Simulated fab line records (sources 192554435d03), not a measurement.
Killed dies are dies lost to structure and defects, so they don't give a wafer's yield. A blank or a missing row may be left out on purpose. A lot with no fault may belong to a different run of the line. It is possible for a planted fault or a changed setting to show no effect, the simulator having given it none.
fab line records | flow n5_finfet
[record] lots = 11 | wafers = 33 | last_day = 21
route steps=1938 shown BEOL_M2@896 TV_OPEN@1887 PASSIVATION@1910
lots untouched by any fault: they come from a run of this same line in which no faults occurred
start_h: hours from the record's first day to the start of the lot's first wafer shown | wait_h: hours since the lot's step before | " identical to the entry in the row above | L1.1+2: several wafers, shown together as one row | - no value, or no start was given | * or withheld: withheld | < > ~ a bound
route shown NAME@n: a module of which the file shows steps, and the number in the route of the first | usual: mean and standard deviation over wafers with no fault | same: alike in all rows | chamber/n: place in a boat | sites: readings site by site | _std_site: standard deviation across them | _edge_site: inner sites' mean taken away from outer sites' mean | radius_mm: for every site, how far away it sits from the centre of the wafer | mask NAME#n: copy n | behind: the tool/chamber that last shaped the wafer | hold: why the lot was held/for how many hours/how that ended | device: the transistor (n, p or np) that didn't switch | end of line: the route-end tests of the same wafers | where a step has no rows: the recipe by itself | killed: count of dies lost to structure and defects at first sort (not the wafer's yield) | map: the dies of a wafer, with x for killed, . for not killed, _ for no die there
set.NAME: setting as actually run; set.NAME@STEP: the setting as run at that earlier step | model.NAME: the simulator's own value behind a step, which no gauge read
steps of the route over a sample of lots; a table a step, a row a wafer
services: from which hour (start_h, from the record's first day; less than 0 if before it) a tool's chamber was out of use, for how many hours, and why
[[steps]]
[step N5_BEOL_M2_PRECLEAN_42]
[recipe] chemistry = residue_remover | time_s = 60 | temp_c = 40
[usual] bath_heat_duty_pct = 4.6/0.74
lot.wafer | tool         | chamber | start_h | wait_h | bath_heat_duty_pct
L386.2    | wet_bench-02 | 7       | 183.36  | 0.0    | 3.6
L386.3    | "            | 0       | "       | "      | 5.5
L386.5    | "            | 2       | "       | "      | 4.6
L385.2    | wet_bench-03 | 6       | 186.28  | 0.0    | 4.4
L385.4    | "            | 5       | "       | "      | 5.4
L385.6    | "            | 0       | "       | "      | 4.8
L389.2    | wet_bench-01 | 4       | 210.59  | 0.0    | 4.0
L389.4    | "            | 0       | "       | "      | 4.0
L389.5    | "            | 3       | "       | "      | 4.0
L391.3    | wet_bench-02 | 2       | 210.64  | 0.0    | 3.7
L391.4    | "            | 7       | "       | "      | 4.0
L391.6    | "            | 3       | "       | "      | 4.4
L393.1    | wet_bench-02 | 3       | 214.52  | 0.0    | 3.9
L393.4    | "            | 4       | "       | "      | 5.4
L393.5    | "            | 0       | "       | "      | 6.4
L390.3    | wet_bench-02 | 1       | 218.11  | 0.0    | 3.7
L390.5    | "            | 2       | "       | "      | 4.4
L390.6    | "            | 0       | "       | "      | 5.8
L395.2    | wet_bench-01 | 0       | 220.72  | 0.0    | 3.7
L395.3    | "            | 7       | "       | "      | 4.9
L395.4    | "            | 2       | "       | "      | 4.8
L394.2    | wet_bench-03 | 3       | 250.21  | 0.0    | 7.0
L394.3    | "            | 0       | "       | "      | 4.1
L394.4    | "            | 4       | "       | "      | 5.2
L397.2    | wet_bench-01 | 4       | 271.17  | 0.0    | 3.8
L397.5    | "            | 2       | "       | "      | 4.4
L397.6    | "            | 1       | "       | "      | 4.7
L398.1    | wet_bench-01 | 2       | 271.64  | 0.0    | 4.5
L398.2    | "            | 6       | "       | "      | 5.6
L398.4    | "            | 3       | "       | "      | 4.2
L406.4    | wet_bench-02 | 5       | 334.02  | 0.0    | 4.1
L406.5    | "            | 6       | "       | "      | 4.1
L406.6    | "            | 2       | "       | "      | 4.1
[step N5_PASSIVATION_PASS_ETCH_74]
[recipe] chemistry = CF4/O2 | target = SiNx | target_depth_a = 2200 | time_s = 110 | ion_energy_ev = 100 | pressure_mtorr = 40 | source_w = 535 | bias_w = 49 | Ar_flow_sccm = 100 | cf4_flow_sccm = 100 | O2_flow_sccm = 10
[usual] drypump_motor_current_A = 5.6/0.43 | oes_product_au = 0.79/0.088 | rf_vpp_V = 246/6.4 | showerhead_plenum_p_Torr = 2.21/0.077 | throttle_valve_pct = 16.00/0.22
lot.wafer | tool        | chamber | start_h | wait_h | drypump_motor_current_A | oes_product_au | rf_hours_counter_h | rf_vpp_V | showerhead_plenum_p_Torr | throttle_valve_pct
L386.2    | rie_diel-02 | 3       | 360.90  | 0.0    | 5.7                     | 0.75           | 131                | 260      | 2.12                     | 16.31
L386.3    | "           | 0       | "       | "      | 4.8                     | 0.90           | 32                 | 249      | 2.32                     | 16.06
L386.5    | "           | 1       | "       | "      | 6.4                     | 0.73           | -                  | 253      | 2.30                     | 15.98
L385.2    | rie_diel-05 | 2       | 364.33  | 0.0    | 6.1                     | 0.74           | 181                | 238      | 2.30                     | 16.03
L385.4    | "           | 2       | "       | "      | 6.1                     | 0.73           | -                  | 238      | 2.30                     | 16.03
L385.6    | "           | 0       | "       | "      | 5.0                     | 0.68           | -                  | 249      | 2.10                     | 16.23
L389.2    | rie_diel-05 | 1       | 388.42  | 0.0    | 5.5                     | 0.96           | 1                  | 250      | 2.26                     | 15.81
L389.4    | "           | 3       | "       | "      | 5.7                     | 0.71           | 225                | 241      | 2.09                     | 16.02
L389.5    | "           | 3       | "       | "      | 5.7                     | 0.71           | -                  | 242      | 2.09                     | 16.00
L391.3    | rie_diel-06 | 2       | 399.71  | 0.0    | 5.5                     | 0.91           | 22                 | 238      | 2.18                     | 15.64
L391.4    | "           | 0       | "       | "      | 5.8                     | 0.71           | 190                | 247      | 2.18                     | 16.28
L391.6    | "           | 1       | "       | "      | 5.5                     | 0.76           | -                  | 242      | 2.28                     | 15.79
L395.2    | rie_diel-02 | 3       | 418.85  | 0.0    | 5.7                     | 0.74           | 147                | 262      | 2.12                     | 16.32
L395.3    | "           | 0       | "       | "      | 4.8                     | 0.88           | 48                 | 249      | 2.31                     | 16.07
L395.4    | "           | 1       | "       | "      | 6.4                     | 0.74           | -                  | 250      | 2.29                     | 16.02
L390.3    | rie_diel-05 | 2       | 423.48  | 0.0    | 6.1                     | 0.72           | 200                | 237      | 2.29                     | 16.06
L390.5    | "           | 1       | "       | "      | 5.5                     | 0.93           | -                  | 251      | 2.25                     | 15.84
L390.6    | "           | 0       | "       | "      | 5.0                     | 0.67           | -                  | 250      | 2.09                     | 16.26
L393.1    | rie_diel-06 | 1       | 428.79  | 0.0    | 5.6                     | 0.75           | 157                | 244      | 2.28                     | 15.80
L393.4    | "           | 0       | "       | "      | 5.8                     | 0.71           | 194                | 248      | 2.18                     | 16.28
L393.5    | "           | 3       | "       | "      | 6.1                     | 0.86           | -                  | 246      | 2.23                     | 15.94
L394.2    | rie_diel-05 | 3       | 443.68  | 0.0    | 5.7                     | 0.68           | 242                | 241      | 2.08                     | 16.02
L394.3    | "           | 1       | "       | "      | 5.5                     | 0.90           | 18                 | 250      | 2.25                     | 15.83
L394.4    | "           | 2       | "       | "      | 6.1                     | 0.71           | 205                | 239      | 2.29                     | 16.08
L398.1    | rie_diel-05 | 1       | 460.28  | 0.0    | 5.6                     | 0.90           | 26                 | 252      | 2.25                     | 15.84
L398.2    | "           | 3       | "       | "      | 5.7                     | 0.68           | 250                | 241      | 2.08                     | 16.05
L398.4    | "           | 1       | "       | "      | 5.6                     | 0.89           | -                  | 249      | 2.25                     | 15.86
L397.2    | rie_diel-02 | 2       | 461.89  | 0.0    | 5.0                     | 0.84           | 42                 | 240      | 2.24                     | 15.73
L397.5    | "           | 0       | "       | "      | 4.8                     | 0.85           | -                  | 248      | 2.31                     | 16.11
L397.6    | "           | 2       | "       | "      | 5.0                     | 0.84           | -                  | 238      | 2.24                     | 15.74
L406.4    | rie_diel-05 | 0       | 498.81  | 0.0    | 5.0                     | 0.93           | -                  | 254      | 2.35                     | 15.78
L406.5    | "           | 2       | "       | "      | 6.1                     | 0.70           | -                  | 237      | 2.28                     | 16.12
L406.6    | "           | 1       | "       | "      | 5.6                     | 0.86           | -                  | 250      | 2.24                     | 15.87
[step N5_PASSIVATION_ETCH_59]
[recipe] chemistry = Cl2/BCl3 | target = TaN | target_depth_a = 650 | time_s = 34.9 | ion_energy_ev = 100 | pressure_mtorr = 10 | icp_w = 900 | bias_w = 100 | Cl2_flow_sccm = 60 | bcl3_flow_sccm = 30
[usual] drypump_motor_current_A = 6.2/0.43 | oes_product_au = 0.85/0.055 | throttle_valve_pct = 20.99/0.23
lot.wafer | tool         | chamber | start_h | wait_h | drypump_motor_current_A | oes_product_au | rf_hours_counter_h | throttle_valve_pct
L386.2    | rie_metal-01 | 1       | 362.66  | 0.3    | 6.7                     | 0.92           | 11                 | 21.34
L386.3    | "            | 0       | "       | "      | 6.0                     | 0.84           | -                  | 21.02
L386.5    | "            | 0       | "       | "      | 6.0                     | 0.84           | -                  | 21.03
L385.2    | rie_metal-02 | 1       | 366.36  | 0.3    | 5.7                     | 0.82           | 27                 | 21.05
L385.4    | "            | 0       | "       | "      | 6.6                     | 0.89           | -                  | 20.77
L385.6    | "            | 1       | "       | "      | 5.7                     | 0.82           | -                  | 21.04
L389.2    | rie_metal-03 | 0       | 390.57  | 0.3    | 6.2                     | 0.84           | 24                 | 21.00
L389.4    | "            | 0       | "       | "      | 6.2                     | 0.85           | -                  | 21.02
L389.5    | "            | 1       | "       | "      | 5.5                     | 0.69           | -                  | 20.71
L391.3    | rie_metal-02 | 1       | 401.93  | 0.2    | 5.7                     | 0.81           | -                  | 21.05
L391.4    | "            | 0       | "       | "      | 6.6                     | 0.86           | -                  | 20.82
L391.6    | "            | 1       | "       | "      | 5.7                     | 0.81           | -                  | 21.05
L395.2    | rie_metal-03 | 0       | 424.50  | 0.3    | 6.2                     | 0.85           | 27                 | 20.98
L395.3    | "            | 1       | "       | "      | 5.6                     | 1.00           | -                  | 20.58
L395.4    | "            | 0       | "       | "      | 6.2                     | 0.86           | -                  | 20.98
L390.3    | rie_metal-03 | 1       | 425.84  | 0.2    | 5.6                     | 0.98           | -                  | 20.57
L390.5    | "            | 0       | "       | "      | 6.2                     | 0.85           | -                  | 20.98
L390.6    | "            | 1       | "       | "      | 5.6                     | 0.98           | -                  | 20.57
L393.1    | rie_metal-01 | 0       | 431.04  | 0.3    | 6.0                     | 0.81           | 27                 | 21.07
L393.4    | "            | 0       | "       | "      | 6.0                     | 0.82           | -                  | 21.06
L393.5    | "            | 0       | "       | "      | 6.0                     | 0.81           | -                  | 21.05
L394.2    | rie_metal-02 | 0       | 445.78  | 0.3    | 6.6                     | 0.86           | 22                 | 20.80
L394.3    | "            | 1       | "       | "      | 5.7                     | 0.80           | -                  | 21.03
L394.4    | "            | 0       | "       | "      | 6.6                     | 0.86           | -                  | 20.80
L398.1    | rie_metal-03 | 0       | 463.17  | 0.3    | 6.2                     | 0.83           | 30                 | 21.01
L398.2    | "            | 1       | "       | "      | 5.6                     | 0.94           | 4                  | 20.61
L398.4    | "            | 1       | "       | "      | 5.6                     | 0.94           | -                  | 20.60
L397.2    | rie_metal-02 | 1       | 463.83  | 0.3    | 5.7                     | 0.80           | 36                 | 21.04
L397.5    | "            | 0       | "       | "      | 6.6                     | 0.86           | -                  | 20.81
L397.6    | "            | 1       | "       | "      | 5.7                     | 0.80           | -                  | 21.02
L406.4    | rie_metal-02 | 1       | 501.96  | 0.2    | 5.7                     | 0.78           | -                  | 21.07
L406.5    | "            | 0       | "       | "      | 6.6                     | 0.84           | -                  | 20.83
L406.6    | "            | 1       | "       | "      | 5.7                     | 0.78           | -                  | 21.07
[step N5_PASSIVATION_ETCH_54]
[recipe] chemistry = CHF3/O2 | target = SiO2 | target_depth_a = 8800 | CHF3_flow_sccm = 50 | O2_flow_sccm = 5 | Ar_flow_sccm = 200 | time_s = 440 | mask_material = PR | pressure_mtorr = 30 | source_w = 650 | bias_w = 170 | ion_energy_ev = 200
[usual] drypump_motor_current_A = 5.70/0.2 | oes_product_au = 0.80/0.072 | rf_vpp_V = 521/17 | showerhead_plenum_p_Torr = 2.36/0.065 | throttle_valve_pct = 18.79/0.24
lot.wafer | tool        | chamber | start_h | wait_h | drypump_motor_current_A | oes_product_au | rf_hours_counter_h | rf_vpp_V | showerhead_plenum_p_Torr | throttle_valve_pct
L386.2    | rie_diel-03 | 1       | 364.60  | 0.1    | 5.77                    | 0.73           | 187                | 498      | 2.30                     | 19.09
L386.3    | "           | 2       | "       | "      | 5.97                    | 0.69           | 242                | 522      | 2.46                     | 18.93
L386.5    | "           | 1       | "       | "      | 5.79                    | 0.73           | -                  | 498      | 2.30                     | 19.08
L385.2    | rie_diel-03 | 2       | 368.07  | 0.1    | 6.00                    | 0.69           | 243                | 522      | 2.46                     | 18.92
L385.4    | "           | 3       | "       | "      | 5.64                    | 0.74           | 193                | 514      | 2.31                     | 18.92
L385.6    | "           | 0       | "       | "      | 5.52                    | 0.92           | -                  | 502      | 2.36                     | 18.48
L389.2    | rie_diel-04 | 1       | 392.50  | 0.1    | 5.92                    | 0.84           | 68                 | 532      | 2.32                     | 18.54
L389.4    | "           | 2       | "       | "      | 5.43                    | 0.88           | 48                 | 535      | 2.45                     | 18.61
L389.5    | "           | 2       | "       | "      | 5.44                    | 0.88           | -                  | 532      | 2.45                     | 18.61
L391.3    | rie_diel-04 | 0       | 403.40  | 0.1    | 5.86                    | 0.83           | 84                 | 528      | 2.34                     | 18.95
L391.4    | "           | 1       | "       | "      | 5.91                    | 0.84           | -                  | 531      | 2.32                     | 18.54
L391.6    | "           | 2       | "       | "      | 5.42                    | 0.87           | -                  | 535      | 2.45                     | 18.60
L395.2    | rie_diel-04 | 2       | 426.36  | 0.1    | 5.41                    | 0.86           | 61                 | 534      | 2.44                     | 18.61
L395.3    | "           | 0       | "       | "      | 5.86                    | 0.81           | 94                 | 529      | 2.33                     | 18.97
L395.4    | "           | 2       | "       | "      | 5.41                    | 0.86           | -                  | 533      | 2.44                     | 18.63
L390.3    | rie_diel-03 | 3       | 427.42  | 0.1    | 5.62                    | 0.73           | 218                | 513      | 2.30                     | 18.96
L390.5    | "           | 2       | "       | "      | 6.01                    | 0.94           | -                  | 522      | 2.45                     | 18.53
L390.6    | "           | 1       | "       | "      | 5.78                    | 0.72           | -                  | 498      | 2.30                     | 19.14
L393.1    | rie_diel-03 | 3       | 432.67  | 0.1    | 5.65                    | 0.72           | 220                | 513      | 2.30                     | 18.96
L393.4    | "           | 1       | "       | "      | 5.78                    | 0.72           | 211                | 500      | 2.29                     | 19.13
L393.5    | "           | 1       | "       | "      | 5.78                    | 0.71           | -                  | 496      | 2.29                     | 19.14
L394.2    | rie_diel-04 | 3       | 447.75  | 0.1    | 5.23                    | 0.69           | 245                | 535      | 2.44                     | 19.17
L394.3    | "           | 2       | "       | "      | 5.39                    | 0.86           | 70                 | 534      | 2.44                     | 18.65
L394.4    | "           | 1       | "       | "      | 5.91                    | 0.82           | 90                 | 530      | 2.31                     | 18.58
L398.1    | rie_diel-01 | 1       | 464.82  | 0.1    | 5.52                    | 0.75           | 167                | 561      | 2.50                     | 19.03
L398.2    | "           | 3       | "       | "      | 5.82                    | 0.81           | 90                 | 543      | 2.33                     | 18.50
L398.4    | "           | 2       | "       | "      | 5.65                    | 0.96           | 5                  | 545      | 2.37                     | 18.96
L397.2    | rie_diel-04 | 3       | 466.23  | 0.1    | 5.24                    | 0.68           | 251                | 535      | 2.44                     | 19.17
L397.5    | "           | 1       | "       | "      | 5.93                    | 0.81           | -                  | 531      | 2.31                     | 18.56
L397.6    | "           | 2       | "       | "      | 5.42                    | 0.84           | -                  | 534      | 2.44                     | 18.64
L406.4    | rie_diel-03 | 0       | 503.54  | 0.1    | 5.54                    | 0.82           | 67                 | 501      | 2.34                     | 18.56
L406.5    | "           | 3       | "       | "      | 5.63                    | 0.70           | -                  | 512      | 2.29                     | 19.01
L406.6    | "           | 2       | "       | "      | 5.97                    | 0.88           | -                  | 522      | 2.44                     | 18.59
[step N5_PASSIVATION_PROBE_49]
[usual] defect_limited_yield = 90.9/1.6 | killed_at_M0_to_M3 = 37/11 | killed_at_M4_up = 15/5.6 | killed_at_contacts = 13/6.4 | killed_at_front_end = 39/11 | killed_at_other = 4/3.1 | killed_dies = 107/19 | killed_open = 71/14 | killed_short = 34/7.8 | sort_bin_4_leakage = 0.01/0.053 | sort_bin_5_function = 5.3/1 | sort_bin_6_memory = 3.4/0.72 | sort_bin_8_speed = 0.0/0.42 | sort_n_pass = 1072/20 | sort_yield_pct = 90.9/1.7
[same] gross_dies = 1180 | killed_at_back_side = 0
lot.wafer | tool      | chamber | start_h | wait_h | defect_limited_yield[%] | killed_at_M0_to_M3 | killed_at_M4_up | killed_at_contacts | killed_at_front_end | killed_at_other | killed_dies | killed_open | killed_short | sort_bin_4_leakage[%] | sort_bin_5_function[%] | sort_bin_6_memory[%] | sort_bin_8_speed[%] | sort_n_pass | sort_yield_pct[%]
L394.2    | prober-01 | -       | 450.60  | 0.1    | 90.4                    | 26                 | 17              | 8                  | 60                  | 2               | 113         | 78          | 33           | 0                     | 5.4                    | 4.0                  | 0                   | 1067        | 90.4
L394.3    | prober-01 | -       | 450.65  | 0.1    | 89.4                    | 32                 | 20              | 12                 | 54                  | 7               | 125         | 83          | 41           | 0                     | 5.9                    | 4.0                  | 0                   | 1055        | 89.4
L398.1    | prober-02 | -       | 467.60  | 0.0    | 93.1                    | 32                 | 7               | 8                  | 32                  | 2               | 81          | 49          | 28           | 0                     | 3.1                    | 3.1                  | 0                   | 1099        | 93.1
L398.2    | prober-02 | -       | 467.65  | 0.1    | 94.7                    | 21                 | 12              | 11                 | 17                  | 2               | 63          | 40          | 23           | 0                     | 3.3                    | 1.7                  | 0                   | 1117        | 94.7
L398.4    | prober-02 | -       | 467.75  | 0.2    | 83.5                    | 145                | 11              | 2                  | 36                  | 1               | 195         | 42          | 23           | 0                     | 10.1                   | 2.6                  | 0                   | 985         | 83.5
L397.5    | prober-02 | -       | 469.22  | 0.2    | 89.6                    | 39                 | 23              | 5                  | 53                  | 3               | 123         | 87          | 33           | 0                     | 5.7                    | 4.3                  | 0                   | 1057        | 89.6
// killed by level:class
L394.2 STI_FIN_REVEAL:geometric_particle:open=25 FIN_SAQP:geometric_particle:short=9 BEOL_M0_SAQP:geometric_particle:open=9 BEOL_M4:geometric_particle:open=9 BEOL_M0_SAQP:geometric_particle:short=8 FIN_SAQP:geometric_particle:open=6 MOL_CONTACT_COAG:geometric_particle:open=5 BEOL_M3:geometric_particle:open=5
L394.3 STI_FIN_REVEAL:geometric_particle:open=19 BEOL_M4:geometric_particle:open=13 BEOL_M0_SAQP:geometric_particle:short=10 BEOL_M0_SAQP:geometric_particle:open=9 STI_FIN_REVEAL:geometric_particle:short=7 MOL_CONTACT_COAG:geometric_particle:open=7 FIN_SAQP:geometric_particle:open=5 DUMMY_GATE:geometric_particle:open=5
L398.1 BEOL_M3:geometric_particle:open=10 BEOL_M1:geometric_particle:open=8 MOL_CONTACT_COAG:geometric_particle:open=6 FIN_SAQP:geometric_particle:open=5 GATE_CUT:geometric_particle:short=4 BEOL_M0_SAQP:geometric_particle:open=4 STARTING-WAFER:geometric_particle:short=4 ILD0:geometric_particle:open=3
L398.2 FIN_SAQP:geometric_particle:short=9 MOL_CONTACT_COAG:geometric_particle:open=9 BEOL_M2:geometric_particle:open=7 BEOL_M3:geometric_particle:open=4 BEOL_M4:geometric_particle:open=4 BEOL_M0:geometric_particle:open=3 BEOL_M1:geometric_particle:short=3 BEOL_M6:geometric_particle:open=3
L398.4 BEOL_M2:unspecified=130 STI_FIN_REVEAL:geometric_particle:open=9 FIN_SAQP:geometric_particle:open=5 ILD0:geometric_particle:short=5 ILD0:geometric_particle:open=3 BEOL_M2:geometric_particle:open=3 BEOL_M4:geometric_particle:open=3 BEOL_M5:geometric_particle:open=3
L397.5 BEOL_M4:geometric_particle:open=17 FIN_SAQP:geometric_particle:open=14 BEOL_M3:geometric_particle:open=12 BEOL_M1:geometric_particle:open=10 STI_FIN_REVEAL:geometric_particle:open=8 FIN_SAQP:geometric_particle:short=7 GATE_CUT:geometric_particle:short=5 DUMMY_GATE:geometric_particle:open=5
[[services]]
tool         | chamber | start_h | hours | kind
rie_diel-02  | -       | 169.40  | 14.6  | pm
rie_diel-05  | 3       | 183.44  | 8.8   | repair
rie_diel-02  | -       | 192.18  | 1.3   | repair
rie_diel-03  | 0       | 206.78  | 4.0   | repair
rie_metal-01 | -       | 210.33  | 1.8   | repair
rie_diel-02  | 2       | 210.62  | 5.7   | repair
rie_diel-06  | 0       | 211.17  | 17.1  | repair
rie_diel-05  | 3       | 216.50  | 6.9   | repair
rie_diel-03  | 2       | 238.86  | 1.8   | repair
rie_diel-03  | 3       | 254.51  | 19.3  | repair
rie_diel-05  | 0       | 278.72  | 5.3   | repair
rie_metal-02 | -       | 279.95  | 11.8  | repair
rie_diel-03  | 3       | 289.92  | 5.3   | repair
rie_diel-04  | 0       | 298.90  | 4.3   | repair
rie_metal-02 | 0       | 324.89  | 7.6   | repair
rie_diel-04  | 2       | 332.82  | 4.0   | repair
rie_diel-05  | 0       | 344.40  | 2.8   | repair
rie_diel-02  | 1       | 367.74  | 5.0   | repair
rie_diel-04  | 3       | 403.00  | 26.1  | repair
rie_diel-02  | 2       | 417.51  | 2.8   | repair
rie_diel-03  | 1       | 417.77  | 8.0   | repair
rie_diel-03  | 2       | 439.39  | 1.4   | repair
rie_diel-04  | 3       | 476.30  | 4.0   | repair
wet_bench-02 | -       | 486.10  | 0.5   | repair
[[key]]
[first_sign] step = N5_PASSIVATION_PROBE_49 | reading = killed_at_M0_to_M3 | direction = up | sigmas = 10 | usual = 37 | struck = 145
[effect] step = N5_PASSIVATION_PROBE_49 | reading = defect_limited_yield | direction = down | sigmas = 4.7 | usual = 90.9 | struck = 83.5
[more_kills_born_at] N5_BEOL_M2_PRECLEAN_42@wet_bench-01 = 130
met_at N5_BEOL_M2_PRECLEAN_42
struck_lots L398
struck_wafers L398.4
not_acting_at N5_PASSIVATION_PASS_ETCH_74,N5_PASSIVATION_ETCH_59,N5_PASSIVATION_ETCH_54
onset_between 210.59 271.64
[fault] kind = chamber_particle_source | tool = wet_bench-01 | chamber = 3 | onset_h = 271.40 | steps = N5_BEOL_M2_PRECLEAN_42 | rate_per_visit_cm2 = 1.8817 | end_h = 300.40
